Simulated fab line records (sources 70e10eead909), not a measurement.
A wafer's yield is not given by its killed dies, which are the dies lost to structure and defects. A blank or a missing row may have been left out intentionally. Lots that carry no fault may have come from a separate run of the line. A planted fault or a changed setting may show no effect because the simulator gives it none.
A lot that was struck, set against a sound lot / flow nand-harc / 17 steps out of a route of 1302
Sound: the wafers L316.1, L316.2, L316.4. Struck: wafers L325.3, L325.5. (L325.4 of the same lot was not struck and is left out.) The cause comes at the end.
Per side, at each step with rows, come the tool, then ch with its chambers, and then its first start. Under that, the readings that differ: sound wafers / struck wafers / difference of the means / sigmas: that difference in standard deviations of wafers without a fault.
alike: readings whose means differ by less than 2 such deviations, and words and numbers that are the same on both sides. not compared: withheld readings, readings that some wafer has no value for, bounds like >300 that may hide the same value, and numbers for which the record gives no deviation and whose values overlap.
Wherever a step has rows on one side only, a row that says differs or no value, or a row with sigmas, the two part there. Non-overlapping numbers with no deviation appear without sigmas and do not part them. Lack of a reading on every wafer of one side parts them only where that side has two or more wafers.

NHARC_A_M1_INSPECT_11:
  sound: defect-inspect-02 at day 24 01:48; struck: defect-inspect-02 at day 27 19:09
  alike: raw-defect-count
then, 1 step without rows for these wafers: NHARC_A_M1_DESCUM_14 (chemistry O2, time 3 s).
NHARC_A_M1_ETCH_35: etches the open film in N2/H2, target depth 40 nm, overetch 12 nm, time 43.94 s.
  sound on rie-diel-07 ch 1,2,3, day 24 01:56; struck on rie-diel-13 ch 0,3, day 27 19:19
  alike: drypump-motor-current-A, h2-flow-sccm, oes-product-au, rf-vpp-V, showerhead-plenum-p-Torr, throttle-valve-pct
  not compared: rf-hours-counter-h
then, 1 step without rows for these wafers: NHARC_A_M1_ETCH_15 (etches the open film in C4F8/Ar, target depth 182.5 nm, time 91.2 s).
NHARC_A_M1_CD_MEAS_16:
  sound: cd-sem-02 at day 24 02:10; struck: cd-sem-02 at day 27 19:31
  alike: cd-nm
then, 3 steps without rows for these wafers: NHARC_A_M1_STRIP_18 (strips in N2/H2); NHARC_A_M1_ETCH_28 (etches the open film in CF4/N2, target depth 30 nm, time 72.99 s); NHARC_A_M1_STRIP_19 (strips in post etch residue remover, time 600 s).
NHARC_A_M1_DEGAS_29: time 60 s.
  sound: pvd-sputter-02 at day 24 02:53; struck: pvd-sputter-03 at day 27 20:15
  alike: heater-power-w
then, 1 step without rows for these wafers: NHARC_A_M1_PRE_CLEAN_30 (time 30 s).
NHARC_A_M1_PVD_20: deposits TaN, target thk 5 nm, time 8.06 s.
  sound on pvd-sputter-02; struck on pvd-sputter-03
  alike: cathode-dc-power-W, throttle-valve-pct
NHARC_A_M1_PVD_21: deposits Cu, target thk 30 nm, time 20.49 s.
  sound on pvd-sputter-02; struck on pvd-sputter-03
  alike: cathode-dc-power-W, throttle-valve-pct
NHARC_A_M1_ECD_22: material Cu, target thk 400 nm.
  sound on ecd-cu-01 ch 0,1, day 24 03:14; struck on ecd-cu-02 ch 0,1, day 27 20:42
NHARC_A_M1_ANNEAL_31: time 90 s.
  sound on rtp-anneal-02 ch 0, day 24 03:37; struck on rtp-anneal-01 ch 0, day 27 21:05
  alike: wafer_temp_C_max
NHARC_A_M1_CMP_23: polishes, t overpolish 20 s, target thk 154.34 nm.
  sound on cmp-01 ch 0,2,3, day 24 03:58; struck on cmp-02 ch 1,3, day 27 21:19
reading=time-to-endpoint-s (s); sound=25 27 23; struck=12 13; difference=-12; sigmas=-4
  alike: motor-current-A, slurry-filter-dp-kPa
NHARC_A_M1_THK_MEAS_24: measures by xrf.
  sound: film-metro-02 at day 24 04:17; struck: film-metro-01 at day 27 21:38
  alike: thk-nm
  not compared: hold
following that, these wafers have no rows for 1 step: NHARC_END_SORT_01.

== WHERE THEY PART ==
Only at NHARC_A_M1_CMP_23, within this record. Later steps at which nothing parts them and some readings are alike: NHARC_A_M1_THK_MEAS_24.

WHY: whatever the simulator had introduced
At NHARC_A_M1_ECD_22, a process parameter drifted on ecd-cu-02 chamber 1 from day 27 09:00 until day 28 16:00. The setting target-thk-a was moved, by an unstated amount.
